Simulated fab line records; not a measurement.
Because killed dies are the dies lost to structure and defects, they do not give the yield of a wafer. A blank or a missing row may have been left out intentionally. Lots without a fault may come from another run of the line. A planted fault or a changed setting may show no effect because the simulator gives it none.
Which of the tools did it? ; flow nand_harc ; 10 lots, 30 wafers sampled, at 5 steps of a route of 1159

WHAT EACH GAUGE READ, for each wafer
NHARC_END_SORT_01.
lot;measured;on;killed_at_array;killed_at_other;killed_at_periphery;killed_dies;killed_open;killed_short
L587;day 23 20:14;prober-01;675 670 669;2 3 3;0 4 5;677 677 677;2 3 6;0 1 2
L589;day 24 02:37;prober-02;672 674 676;0 0 0;5 3 1;677 677 677;1 7 2;3 1 3
L590;day 24 20:16;prober-01;676 676 676;0 0 0;1 1 1;677 677 677;3 2 2;1 1 1

TOOL THAT RAN EACH LOT (tool first, then ch and the chambers of the sampled wafers, then the start)
lot;NHARC_A_CONTACT_ETCH_75;NHARC_A_CONTACT_ETCH_126;NHARC_A_CONTACT_ETCH_127;NHARC_A_CONTACT_ETCH_91
L573;rie_diel-01 ch 0,3, day 17 00:53;har_cap_etch-02 ch 0,1, day 17 02:20;har_cap_etch-02 ch 0,1, day 17 02:29;rie_diel-11 ch 0,3, day 17 03:51
L582;rie_diel-11 ch 1,3, day 20 00:53;har_cap_etch-01 ch 0,1, day 20 02:16;har_cap_etch-01 ch 0,1, day 20 02:25;rie_diel-01 ch 0,2,3, day 20 03:51
L583;rie_diel-01 ch 1,2,3, day 20 03:56;har_cap_etch-03 ch 0,1, day 20 05:25;har_cap_etch-03 ch 0,1, day 20 05:33;rie_diel-11 ch 0,1, day 20 06:57
L587;rie_diel-01 ch 2,3, day 20 21:52;har_cap_etch-02 ch 0,1, day 20 23:15;har_cap_etch-02 ch 0,1, day 20 23:23;rie_diel-11 ch 2,3, day 21 00:49
L589;rie_diel-01 ch 0,2,3, day 21 10:58;har_cap_etch-03 ch 0,1, day 21 12:22;har_cap_etch-03 ch 0,1, day 21 12:30;rie_diel-11 ch 1,2,3, day 21 13:54
L591;rie_diel-09 ch 0,3, day 21 20:35;har_cap_etch-02 ch 0,1, day 21 21:58;har_cap_etch-02 ch 0,1, day 21 22:06;rie_diel-11 ch 0,1,2, day 21 23:32
L593;rie_diel-01 ch 0,2,3, day 22 00:21;har_cap_etch-01 ch 0, day 22 01:44;har_cap_etch-01 ch 0, day 22 01:53;rie_diel-11 ch 0,2,3, day 22 03:19
L592;rie_diel-11 ch 1,2, day 22 02:54;har_cap_etch-02 ch 0,1, day 22 04:35;har_cap_etch-02 ch 0,1, day 22 04:43;rie_diel-11 ch 0,3, day 22 06:05
L590;rie_diel-01 ch 1,2,3, day 22 04:47;har_cap_etch-03 ch 0,1, day 22 06:10;har_cap_etch-03 ch 0,1, day 22 06:18;rie_diel-11 ch 0,1,3, day 22 07:44
L594;rie_diel-11 ch 2,3, day 22 18:13;har_cap_etch-02 ch 0,1, day 22 20:07;har_cap_etch-02 ch 0,1, day 22 20:15;rie_diel-11 ch 0,1,2, day 22 21:38
- NHARC_A_CONTACT_ETCH_75: etches the open film in CF4, target depth 39 nm, time 65 s.
- NHARC_A_CONTACT_ETCH_126: etches the open film in C4F8/O2/Ar, time 155 s, target depth 956 nm.
- NHARC_A_CONTACT_ETCH_127: etches the open film in C4F8/O2/Ar, time 155 s, target depth 956 nm.
- NHARC_A_CONTACT_ETCH_91: etches the open film in CH3F/O2, target depth 40 nm, time 85.7 s.

WHAT THE TOOLS THEMSELVES READ (means of the sampled wafers that have a number; where no wafer has one, the mark that the record gives instead)
NHARC_A_CONTACT_ETCH_75.
lot;tool;bias_w (W);cf4_flow_sccm (sccm);chamber_pressure_mTorr (mTorr);drypump_motor_current_A (A);oes_product_au (a.u.);rf_fwd_power_W (W);rf_vpp_V (V);showerhead_plenum_p_Torr (Torr);throttle_valve_pct (%)
L573;rie_diel-01;100.33;150.0;49.97;5.2;1.004;297.7;152.0;1.80;13.290
L582;rie_diel-11;99.71;150.2;49.98;5.4;1.011;296.9;151.1;1.75;13.289
L583;rie_diel-01;99.96;150.5;49.94;5.4;0.999;297.2;151.1;1.82;13.276
L587;rie_diel-01;99.99;149.8;50.04;5.2;0.996;297.9;151.4;1.80;13.296
L589;rie_diel-01;99.85;149.8;49.96;5.4;1.008;297.1;151.2;1.78;13.289
L591;rie_diel-09;100.24;149.7;49.97;5.3;0.999;297.8;151.9;1.74;13.287
L593;rie_diel-01;99.75;150.1;49.98;5.4;1.005;296.9;151.5;1.78;13.291
L592;rie_diel-11;99.82;149.8;49.95;5.5;1.018;298.2;152.0;1.84;13.281
L590;rie_diel-01;100.03;149.8;50.00;5.4;0.994;297.4;151.6;1.82;13.285
L594;rie_diel-11;99.70;149.9;49.99;5.7;1.010;297.4;151.4;1.76;13.285

NHARC_A_CONTACT_ETCH_126.
lot;tool;chamber_pressure_mTorr (mTorr);oes_air_line_au (a.u.)
L573;har_cap_etch-02;20.018;1.007
L582;har_cap_etch-01;19.989;1.006
L583;har_cap_etch-03;20.006;1.016
L587;har_cap_etch-02;-;-
L589;har_cap_etch-03;-;-
L591;har_cap_etch-02;20.004;0.995
L593;har_cap_etch-01;20.004;1.020
L592;har_cap_etch-02;20.000;0.990
L590;har_cap_etch-03;-;-
L594;har_cap_etch-02;20.013;1.015

NHARC_A_CONTACT_ETCH_127.
lot;tool;chamber_pressure_mTorr (mTorr);oes_air_line_au (a.u.)
L573;har_cap_etch-02;19.992;1.004
L582;har_cap_etch-01;19.993;1.017
L583;har_cap_etch-03;20.001;1.005
L587;har_cap_etch-02;20.009;0.993
L589;har_cap_etch-03;19.991;1.004
L591;har_cap_etch-02;19.997;1.004
L593;har_cap_etch-01;19.997;0.967
L592;har_cap_etch-02;20.004;0.990
L590;har_cap_etch-03;19.993;1.009
L594;har_cap_etch-02;20.010;0.974

NHARC_A_CONTACT_ETCH_91.
lot;tool;bias_w (W);ch3f_flow_sccm (sccm);chamber_pressure_mTorr (mTorr);drypump_motor_current_A (A);o2_flow_sccm (sccm);oes_product_au (a.u.);rf_fwd_power_W (W);rf_vpp_V (V);showerhead_plenum_p_Torr (Torr);throttle_valve_pct (%)
L573;rie_diel-11;99.75;49.83;25.001;5.6;29.99;1.007;495.7;241.9;2.31;20.655
L582;rie_diel-01;100.07;50.09;25.004;5.4;29.95;0.919;497.3;244.0;2.48;20.677
L583;rie_diel-11;100.03;50.03;24.988;5.4;29.91;0.946;495.2;243.1;2.36;20.653
L587;rie_diel-11;100.24;50.13;24.981;5.8;29.92;0.931;494.8;245.0;2.51;20.652
L589;rie_diel-11;100.12;49.90;24.992;5.5;29.98;0.933;494.8;245.2;2.50;20.663
L591;rie_diel-11;100.06;49.94;24.985;5.5;30.04;0.930;498.0;245.1;2.46;20.657
L593;rie_diel-11;100.20;50.21;24.984;5.7;30.04;0.932;497.1;243.6;2.41;20.671
L592;rie_diel-11;100.07;49.96;25.000;5.7;30.03;0.926;495.4;242.8;2.35;20.661
L590;rie_diel-11;100.06;50.02;25.005;5.4;30.02;1.003;497.0;243.2;2.40;20.667
L594;rie_diel-11;99.84;50.09;24.988;5.5;29.92;0.931;496.6;243.7;2.45;20.660

THE ANSWER, worked out from the rows above alone
Rule: usual is defined by the lots themselves. The widest of any qualifying gaps counts: lots, ordered by their means at a reading, are off when they make up no more than a third of the lots, leave a main group of 4 or more, and stand apart from it by 3 or more times the standard deviation of that group's means. The tables above print the reading to a certain number of digits; a main group whose means all agree to those digits is not used. A lot without any number at a reading at which 4 lots or more have one is off too. Any other lot the step has rows for is counted as sound. After the gauges, taken in route order, come the tools' own readings; for these a lot's mean is taken, as printed above. At the first step where some lot is off, the reading lying furthest off is the one used; lots without a number count as furthest.
Off: L587, L589, L590, at NHARC_A_CONTACT_ETCH_126 (chamber_pressure_mTorr). Without a number there: L587, L589, L590. The main group: mean 20.005 mTorr, standard deviation 0.0086.
If a tool, at that step or one of the process steps before it, ran each lot that is off and ran no sound lot following the first of them, it fits. No candidate that was tried fits.

WHAT THE SIMULATOR HAD INSERTED
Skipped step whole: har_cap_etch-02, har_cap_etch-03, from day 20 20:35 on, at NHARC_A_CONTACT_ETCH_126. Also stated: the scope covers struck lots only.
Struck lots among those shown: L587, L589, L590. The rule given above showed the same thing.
